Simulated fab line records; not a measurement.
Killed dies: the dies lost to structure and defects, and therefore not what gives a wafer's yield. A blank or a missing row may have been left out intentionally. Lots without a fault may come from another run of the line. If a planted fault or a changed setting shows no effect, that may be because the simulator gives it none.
fab line records || flow n5Finfet
record {"lots": 3, "wafers": 9, "lastDay": 19}
route steps=1938 shown FIN_SAQP@114 FIN_CUT@154 PASSIVATION@1936
lots untouched by any fault: they come from a run of this same line in which no faults occurred
startH: hours from the record's opening day to when the first of the lot's shown wafers began || waitH: hours from the lot's prior step to this one || " unchanged from the row above || L1.1+2: a single row standing in for several wafers || - no value, or no start given || * or withheld: withheld || < > ~ a bound
route shown NAME@n: NAME is a module with steps in the file, n the number in the route of the first one || usual: the fault-free wafers' mean and standard deviation || same: alike in all rows || chamber/n: place in a boat || sites: each site's reading || _std_site: the values' standard deviation || _edge_site: the outer-site mean with the inner-site mean subtracted || radiusMm: for every site, how far away it sits from the centre of the wafer || mask NAME#n: copy n || behind: the most recent tool/chamber to have shaped the wafer || hold: cause of the lot's hold/its duration in hours/its outcome || device: names the non-switching transistor (n, p or np) || end of line: tests of these same wafers at the route's end || a step with no rows: only its recipe || killed: the dies lost at the first sort to structure and to defects; this is not the yield of the wafer || map: a wafer's dies, x killed, . not, _ none there
set.NAME: setting as actually run; set.NAME@STEP: the setting as run at that earlier step || model.NAME: the simulator's own value behind a step, which no gauge read
lots at some steps of the route; a table a step, a row a wafer
services: from which hour (startH, from the record's first day; less than 0 if before it) a tool's chamber was out of use, for how many hours, and why
## steps
# step N5_FIN_SAQP_DESCUM_21
# recipe {"chemistry": "O2", "timeS": 7.9, "sourcePowerW": 50, "biasPowerW": 20, "pressureMtorr": 20, "rfFrequencyHz": 2.712e+07, "tempC": 40, "resist": "CAR-ArF", "o2FlowSccm": 225}
# step N5_FIN_SAQP_ETCH_51
# recipe {"chemistry": "CF4", "target": "SiARC", "targetDepthA": 455, "maskMaterial": "CAR-ArF", "timeS": 75.8, "ionEnergyEv": 80, "pressureMtorr": 40, "sourceW": 545, "biasW": 36, "Ar_flow_sccm": 100, "cf4FlowSccm": 100, "ends": "cleared"}
# step N5_FIN_SAQP_ETCH_52
# recipe {"chemistry": "N2/H2", "target": "SOC", "targetDepthA": 1000, "overetchA": 200, "maskMaterial": "SiARC", "tempC": 40, "timeS": 150, "ionEnergyEv": 200, "pressureMtorr": 30, "sourceW": 840, "biasW": 150, "n2FlowSccm": 200, "h2FlowSccm": 200, "ends": "endPoint"}
# step N5_FIN_SAQP_STRIP_53
# recipe {"chemistry": "N2/H2", "tempC": 40, "n2FlowSccm": 200, "h2FlowSccm": 200, "rfFrequencyHz": 6e+07}
# step N5_FIN_SAQP_HM_OPEN_73
# recipe {"chemistry": "CHF3/O2", "target": "SiO2", "stopOn": "a-Si", "targetDepthA": 120, "overEtchFrac": 1.8, "maskMaterial": "SOC", "timeS": 16.8, "pressureMtorr": 30, "sourceW": 650, "biasW": 170, "Ar_flow_sccm": 200, "CHF3_flow_sccm": 50, "O2_flow_sccm": 5, "ionEnergyEv": 200, "ends": "endPoint"}
# step N5_FIN_SAQP_STRIP_74
# recipe {"chemistry": "CHF3/O2", "resist": "SiARC", "rfFrequencyHz": 6e+07}
# step N5_FIN_SAQP_MANDREL_ETCH_22
# recipe {"targetDepthA": 600, "chemistry": "HBr/Cl2", "target": "a-Si", "stopOn": "SiNx", "btTimeS": 10, "overEtchFrac": 0.5, "timeS": 30, "pressureMtorr": 10, "icpW": 800, "biasW": 75, "HBr_flow_sccm": 150, "Cl2_flow_sccm": 80, "ends": "endPoint"}
# step N5_FIN_SAQP_STRIP_55
# recipe {"chemistry": "N2/H2", "powerW": 500, "tempC": 40, "pressureMtorr": 50, "rfFrequencyHz": 6e+07, "overashFraction": 0.3, "biasPowerW": 28, "h2Frac": 0.5, "n2FlowSccm": 300, "h2FlowSccm": 300}
# step N5_FIN_SAQP_STRIP_23
# recipe {"chemistry": "SPM", "timeS": 750, "tempC": 130, "h2so4H2o2VolRatio": 4}
# step N5_FIN_SAQP_SRD_66
# recipe {"dry": "ipaMarangoni", "timeS": 30, "tempC": 23, "rinseLiquid": "diw"}
# step N5_FIN_SAQP_RECESS_75
# recipe {"chemistry": "HF/NH3", "target": "SiO2", "targetDepthA": 144, "afsCycles": 3, "tempC": 30, "sublimationTempC": 180, "sublimationTimeS": 60}
# step N5_FIN_SAQP_SPACER1_ALD_24
# recipe {"material": "SiO2", "targetThkA": 203, "tempC": 300, "aldPrecursorFamily": "BDEAS", "aldCoReactant": "O2-plasma", "pulseTimeS": 1, "purgeTimeS": 2, "coReactantPurgeTimeS": 2, "aldCycles": 218, "pressureTorr": 2}
# usual {"heaterPowerOuterW": "266/22", "heaterPowerW": "487/35", "precursorPulseHeightRel": "1.001/0.018"}
{"lot.wafer": "L359.1", "tool": "aldSin-01", "chamber": 2, "startH": 34.67, "waitH": 0.3, "heaterPowerOuterW": 223, "heaterPowerW": 421, "precursorPulseHeightRel": 0.999}
{"lot.wafer": "L359.4", "tool": "aldSin-01", "chamber": 3, "startH": 34.67, "waitH": 0.3, "heaterPowerOuterW": 285, "heaterPowerW": 523, "precursorPulseHeightRel": 0.998}
{"lot.wafer": "L359.6", "tool": "aldSin-01", "chamber": 0, "startH": 34.67, "waitH": 0.3, "heaterPowerOuterW": 256, "heaterPowerW": 473, "precursorPulseHeightRel": 1.000}
{"lot.wafer": "L371.3", "tool": "aldSin-03", "chamber": 3, "startH": 106.70, "waitH": 0.1, "heaterPowerOuterW": 274, "heaterPowerW": 486, "precursorPulseHeightRel": 0.964}
{"lot.wafer": "L371.5", "tool": "aldSin-03", "chamber": 2, "startH": 106.70, "waitH": 0.1, "heaterPowerOuterW": 286, "heaterPowerW": 508, "precursorPulseHeightRel": 0.991}
{"lot.wafer": "L371.6", "tool": "aldSin-03", "chamber": 1, "startH": 106.70, "waitH": 0.1, "heaterPowerOuterW": 278, "heaterPowerW": 498, "precursorPulseHeightRel": 1.006}
{"lot.wafer": "L374.1", "tool": "aldSin-03", "chamber": 1, "startH": 125.74, "waitH": 0.4, "heaterPowerOuterW": 277, "heaterPowerW": 500, "precursorPulseHeightRel": 0.989}
{"lot.wafer": "L374.3", "tool": "aldSin-03", "chamber": 2, "startH": 125.74, "waitH": 0.4, "heaterPowerOuterW": 286, "heaterPowerW": 513, "precursorPulseHeightRel": 1.003}
{"lot.wafer": "L374.5", "tool": "aldSin-03", "chamber": 2, "startH": 125.74, "waitH": 0.4, "heaterPowerOuterW": 289, "heaterPowerW": 510, "precursorPulseHeightRel": 0.983}
# step N5_FIN_SAQP_SPACER1_ETCHBACK_25
# recipe {"chemistry": "CHF3/O2", "mode": "anisotropicEtchback", "target": "SiO2", "targetDepthA": 244, "timeS": 12.2, "pressureMtorr": 30, "sourceW": 650, "biasW": 170, "Ar_flow_sccm": 200, "CHF3_flow_sccm": 50, "O2_flow_sccm": 5, "ionEnergyEv": 200}
# step N5_FIN_SAQP_MANDREL1_REMOVE_56
# recipe {"chemistry": "HBr/Cl2/O2", "btTimeS": 10, "target": "a-Si", "stopOn": "SiNx", "endpoint": "OES-SiCl", "overEtchFrac": 1, "icpW": 600, "biasW": 22, "HBr_flow_sccm": 150, "Cl2_flow_sccm": 80, "O2_flow_sccm": 5, "pressureMtorr": 10}
# step N5_FIN_SAQP_ETCH_57
# recipe {"chemistry": "CH3F/O2", "target": "SiNx", "maskMaterial": "SiO2", "targetDepthA": 325, "timeS": 46.4, "pressureMtorr": 30, "sourceW": 395, "biasW": 73, "Ar_flow_sccm": 150, "CH3F_flow_sccm": 30, "O2_flow_sccm": 20, "ionEnergyEv": 120, "ends": "cleared"}
# step N5_FIN_SAQP_ETCH_65
# recipe {"chemistry": "CF4", "target": "SiO2", "targetDepthA": 40, "ionEnergyEv": 350, "timeS": 4.4, "pressureMtorr": 10, "icpW": 800, "biasW": 400, "cf4FlowSccm": 80}
# step N5_FIN_SAQP_MANDREL_ETCH_58
# recipe {"chemistry": "HBr/Cl2", "target": "a-Si", "targetDepthA": 450, "btTimeS": 10, "stopOn": "SiNx", "maskMaterial": "SiO2", "overEtchFrac": 0.8, "timeS": 27, "pressureMtorr": 10, "icpW": 800, "biasW": 75, "HBr_flow_sccm": 150, "Cl2_flow_sccm": 80, "ends": "endPoint"}
# step N5_FIN_SAQP_RECESS_63
# recipe {"chemistry": "HF/NH3", "target": "SiO2", "targetDepthA": 180, "afsCycles": 3, "tempC": 30, "sublimationTempC": 180, "sublimationTimeS": 60}
# step N5_FIN_SAQP_COAT_68
# recipe {"resist": "SOC", "tempC": 250, "timeS": 60, "spinRpm": 1500, "resistThkNm": 100}
# step N5_FIN_SAQP_ETCH_69
# recipe {"chemistry": "N2/H2", "target": "SOC", "targetDepthA": 1500, "stopOn": "SiNx", "ionEnergyEv": 100, "biasW": 61, "pressureMtorr": 30, "sourceW": 850, "n2FlowSccm": 200, "h2FlowSccm": 200}
# step N5_FIN_SAQP_ETCH_67
# recipe {"chemistry": "CH3F/O2", "target": "SiNx", "targetDepthA": 300, "maskMaterial": "SOC", "pressureMtorr": 30, "sourceW": 395, "biasW": 73, "Ar_flow_sccm": 150, "CH3F_flow_sccm": 30, "O2_flow_sccm": 20, "ionEnergyEv": 120}
# step N5_FIN_SAQP_STRIP_70
# recipe {"chemistry": "N2/H2", "powerW": 500, "tempC": 40, "pressureMtorr": 50, "rfFrequencyHz": 6e+07, "overashFraction": 0.3, "biasPowerW": 28, "h2Frac": 0.5, "n2FlowSccm": 300, "h2FlowSccm": 300}
# step N5_FIN_SAQP_RECESS_71
# recipe {"chemistry": "HF/NH3", "target": "SiO2", "targetDepthA": 30, "afsCycles": 1, "tempC": 30, "sublimationTempC": 180, "sublimationTimeS": 60}
# step N5_FIN_SAQP_SPACER2_ALD_28
# recipe {"material": "SiO2", "targetThkA": 81, "tempC": 300, "aldPrecursorFamily": "BDEAS", "aldCoReactant": "O2-plasma", "pulseTimeS": 1, "purgeTimeS": 2, "coReactantPurgeTimeS": 2, "pressureTorr": 2}
# step N5_FIN_SAQP_SPACER2_ETCHBACK_29
# recipe {"chemistry": "CHF3/O2", "mode": "anisotropicEtchback", "target": "SiO2", "targetDepthA": 122, "timeS": 6.1, "pressureMtorr": 30, "sourceW": 650, "biasW": 170, "Ar_flow_sccm": 200, "CHF3_flow_sccm": 50, "O2_flow_sccm": 5, "ionEnergyEv": 200}
# step N5_FIN_SAQP_MANDREL2_REMOVE_60
# recipe {"chemistry": "HBr/Cl2/O2", "btTimeS": 10, "target": "a-Si", "stopOn": "SiNx", "endpoint": "OES-SiCl", "overEtchFrac": 1, "icpW": 600, "biasW": 22, "HBr_flow_sccm": 150, "Cl2_flow_sccm": 80, "O2_flow_sccm": 5, "pressureMtorr": 10}
# step N5_FIN_SAQP_HM_OPEN_33
# recipe {"chemistry": "CH3F/O2", "target": "SiNx", "maskMaterial": "SiO2", "targetDepthA": 494, "timeS": 70.6, "pressureMtorr": 30, "sourceW": 395, "biasW": 73, "Ar_flow_sccm": 150, "CH3F_flow_sccm": 30, "O2_flow_sccm": 20, "ionEnergyEv": 120, "ends": "cleared"}
# step N5_FIN_SAQP_ETCH_34
# recipe {"chemistry": "C4F6/O2", "target": "SiO2", "targetDepthA": 450, "timeS": 15, "ionEnergyEv": 250, "pressureMtorr": 30, "sourceW": 345, "biasW": 185, "Ar_flow_sccm": 300, "C4F6_flow_sccm": 10, "O2_flow_sccm": 10, "ends": "cleared"}
# step N5_FIN_SAQP_STRIP_77
# recipe {"chemistry": "N2/H2", "timeS": 90, "powerW": 100, "tempC": 40, "pressureMtorr": 100, "rfFrequencyHz": 6e+07, "biasPowerW": 3, "n2FlowSccm": 300, "h2FlowSccm": 300}
# step N5_FIN_SAQP_ETCH_64
# recipe {"chemistry": "CF4", "target": "SiO2", "targetDepthA": 15, "ionEnergyEv": 350, "pressureMtorr": 10, "icpW": 800, "biasW": 400, "cf4FlowSccm": 80}
# step N5_FIN_SAQP_FIN_ETCH_36
# recipe {"chemistry": "HBr/Cl2/O2", "targetDepthA": 1200, "maskMaterial": "SiNx", "timeS": 50.4, "biasW": 102, "pressureMtorr": 10, "icpW": 800, "HBr_flow_sccm": 150, "Cl2_flow_sccm": 80, "O2_flow_sccm": 12}
# step N5_FIN_SAQP_PRECLEAN_38
# recipe {"chemistry": "O3/DIW", "timeS": 45, "tempC": 22, "o3Ppm": 10}
# step N5_FIN_SAQP_PRECLEAN_45
# recipe {"chemistry": "dHF", "timeS": 10, "dilution": "500:1", "tempC": 25}
# step N5_FIN_SAQP_SRD_39
# recipe {"dry": "ipaMarangoni", "timeS": 30, "tempC": 23, "rinseLiquid": "diw"}
# step N5_FIN_SAQP_INSPECT_40
# recipe {"inspectInstrument": "brightfield", "mode": "aei"}
# usual {"rawDefectCount": "244/77"}
{"lot.wafer": "L359.1", "tool": "defectInspect-02", "chamber": "-", "startH": 37.79, "waitH": 0.0, "rawDefectCount": 167}
{"lot.wafer": "L359.4", "tool": "defectInspect-02", "chamber": "-", "startH": 37.79, "waitH": 0.0, "rawDefectCount": 211}
{"lot.wafer": "L359.6", "tool": "defectInspect-02", "chamber": "-", "startH": 37.79, "waitH": 0.0, "rawDefectCount": 232}
{"lot.wafer": "L371.3", "tool": "defectInspect-01", "chamber": "-", "startH": 109.76, "waitH": 0.0, "rawDefectCount": 215}
{"lot.wafer": "L371.5", "tool": "defectInspect-01", "chamber": "-", "startH": 109.76, "waitH": 0.0, "rawDefectCount": 395}
{"lot.wafer": "L371.6", "tool": "defectInspect-01", "chamber": "-", "startH": 109.76, "waitH": 0.0, "rawDefectCount": 209}
{"lot.wafer": "L374.1", "tool": "defectInspect-02", "chamber": "-", "startH": 129.28, "waitH": 0.0, "rawDefectCount": 280}
{"lot.wafer": "L374.3", "tool": "defectInspect-02", "chamber": "-", "startH": 129.28, "waitH": 0.0, "rawDefectCount": 549}
{"lot.wafer": "L374.5", "tool": "defectInspect-02", "chamber": "-", "startH": 129.28, "waitH": 0.0, "rawDefectCount": 615}
# step N5_FIN_CUT_COAT_18
# recipe {"resist": "SOC", "tempC": 250, "timeS": 60, "spinRpm": 1500, "resistThkNm": 230}
# step N5_FIN_CUT_INSPECT_10
# recipe {"mode": "adi", "inspectInstrument": "brightfield"}
# usual {"rawDefectCount": "44/13"}
{"lot.wafer": "L359.1", "tool": "defectInspect-02", "chamber": "-", "startH": 38.30, "waitH": 0.1, "rawDefectCount": 36}
{"lot.wafer": "L359.4", "tool": "defectInspect-02", "chamber": "-", "startH": 38.30, "waitH": 0.1, "rawDefectCount": 41}
{"lot.wafer": "L359.6", "tool": "defectInspect-02", "chamber": "-", "startH": 38.30, "waitH": 0.1, "rawDefectCount": 35}
{"lot.wafer": "L371.3", "tool": "defectInspect-02", "chamber": "-", "startH": 110.16, "waitH": 0.0, "rawDefectCount": 53}
{"lot.wafer": "L371.5", "tool": "defectInspect-02", "chamber": "-", "startH": 110.16, "waitH": 0.0, "rawDefectCount": 61}
{"lot.wafer": "L371.6", "tool": "defectInspect-02", "chamber": "-", "startH": 110.16, "waitH": 0.0, "rawDefectCount": 47}
{"lot.wafer": "L374.1", "tool": "defectInspect-02", "chamber": "-", "startH": 129.67, "waitH": 0.1, "rawDefectCount": 38}
{"lot.wafer": "L374.3", "tool": "defectInspect-02", "chamber": "-", "startH": 129.67, "waitH": 0.1, "rawDefectCount": 304}
{"lot.wafer": "L374.5", "tool": "defectInspect-02", "chamber": "-", "startH": 129.67, "waitH": 0.1, "rawDefectCount": 318}
# step N5_PASSIVATION_PROBE_49
# usual {"killed_at_M0_to_M3": "36/11", "killed_at_M4_up": "13/5.1", "killedAtContacts": "14/4.9", "killedAtFrontEnd": "41/10", "killedAtOther": "3.4/2.6", "killedDies": "107/16", "killedOpen": "70/11", "killedShort": "36/7.8"}
# same {"grossDies": 1180, "killedAtBackSide": 0}
{"lot.wafer": "L374.3", "tool": "prober-02", "chamber": "-", "startH": 460.48, "waitH": 0.1, "killed_at_M0_to_M3": 22, "killed_at_M4_up": 8, "killedAtContacts": 3, "killedAtFrontEnd": 138, "killedAtOther": 2, "killedDies": 173, "killedOpen": 47, "killedShort": 21}
{"lot.wafer": "L374.5", "tool": "prober-02", "chamber": "-", "startH": 460.58, "waitH": 0.2, "killed_at_M0_to_M3": 32, "killed_at_M4_up": 10, "killedAtContacts": 8, "killedAtFrontEnd": 124, "killedAtOther": 2, "killedDies": 176, "killedOpen": 55, "killedShort": 26}
# killed by level:class
L374.3 FIN_SAQP:unspecified=101 FIN_SAQP:geometricParticle:open=13 FIN_SAQP:geometricParticle:short=8 BEOL_M0_SAQP:geometricParticle:short=6 GATE_CUT:geometricParticle:open=5 MOL_CONTACT_COAG:geometricParticle:open=3 BEOL_M0_SAQP:geometricParticle:open=3 BEOL_M0:geometricParticle:open=3
L374.5 FIN_SAQP:unspecified=95 BEOL_M2:geometricParticle:open=9 BEOL_M0_SAQP:geometricParticle:open=8 MOL_CONTACT_COAG:geometricParticle:open=8 FIN_SAQP:geometricParticle:open=7 BEOL_M0_SAQP:geometricParticle:short=7 GATE_CUT:geometricParticle:short=5 BEOL_M4:geometricParticle:short=5
# map L374.5 (x killed, . not)
_________________...x........________________
______________..x.........xxx..x_____________
___________.....x........x..x.x..xx__________
__________..x..........xxxx.xxx....._________
________x...............xxxxxxxx......_______
_______......x.x....xxxxxxxxxxxxxxx....______
______......x.....x....xxxxxxxxxxxx....._____
_____..............x.x.xxxxxxxxx.xx......____
____...............x..xxxxxxxxx..xx.....x.___
___..x........x........xxxxxxxx.xx...x.....__
___.......x.........x..x.xxxxxxxx.......x..__
__....x.x........xx.x...xxxx.xx..x.........._
__......x..x.......x......x..xx............._
_......x..x.xx..........x.........x........x.
_..............................x.............
_......x............x......x..............x..
_...........................x..x..x.........x
_............................................
_.........x....x................x............
_........................................x...
_x......................x.......x..........x.
__..........................x....xx..x......_
__........................x.....x........x.x_
___....................x...................__
___................x.......................__
____..................x...................___
_____x....................x.x........x...____
______.................................._____
_______..............x..x..............______
________.........xx............x......_______
__________.............x...........x_________
___________.....................x..__________
______________.................._____________
_________________............________________
# map L371.5 (x killed, . not)
_________________..x.........________________
______________......x....x......_____________
___________...............x.....x..__________
__________..x..x.x.xx.........x...x._________
________...x.x......x...............x._______
_______.............x.x................______
______................xx....x.........x._____
_____............................xx......____
____.................x..................x.___
___......x................x.x..............__
___........................................__
__..........xx........x...........x........._
__...............x...........x.......x......_
_x...x.x........................x.x..........
_.....xx.....x......x.......................x
_.............x........................xx....
_..........................x.................
_....x.....x........x........................
_.........................x....x.............
_...x...........x.......x..............x.....
_.......x....x..........x.x....x..x..........
__....x....x........x..............x....x..._
__.....................................x...._
___.........x...............x..............__
___...x............................xx....x.__
____...xx........................x........___
_____x.......x.....................x.....____
______.................x................_____
_______x........x.x..x......x........x.______
________...............x.............._______
__________....................x....._________
___________........x....x..........__________
______________...x...x.x.x.x...x_____________
_________________..x.x....x..________________
## services
{"tool": "aldSin-01", "chamber": 1, "startH": 33.49, "hours": 13.6, "kind": "repair"}
{"tool": "aldSin-01", "chamber": "-", "startH": 78.41, "hours": 0.9, "kind": "repair"}
## key
firstSign {"step": "N5_FIN_SAQP_INSPECT_40", "reading": "rawDefectCount", "direction": "up", "sigmas": 4.4, "usual": 244, "struck": 582}
effect {"step": "N5_FIN_CUT_INSPECT_10", "reading": "rawDefectCount", "direction": "up", "sigmas": 21, "usual": 44, "struck": 311}
effect {"step": "N5_PASSIVATION_PROBE_49", "reading": "killedAtFrontEnd", "direction": "up", "sigmas": 8.8, "usual": 41, "struck": 131}
moreKillsBornAt {"N5_FIN_SAQP_SPACER1_ALD_24@aldSin-03": 196}
metAt N5_FIN_SAQP_SPACER1_ALD_24
struckWafers L374.3,L374.5
testerLeftOut L374
onsetBetween 106.70 125.74
fault {"kind": "chamberParticleSource", "tool": "aldSin-03", "chamber": 2, "onsetH": 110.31, "steps": "N5_FIN_SAQP_SPACER1_ALD_24", "ratePerVisitCm2": 0.40321, "endH": 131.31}
# testerLeftOut: of these lots the tester's yield and bins aren't shown, on N5 and GAA mostly nor the transistor test; their killed dies are dies lost to structure and defects alone, not to doping, threshold or leakage, so they don't give the yield
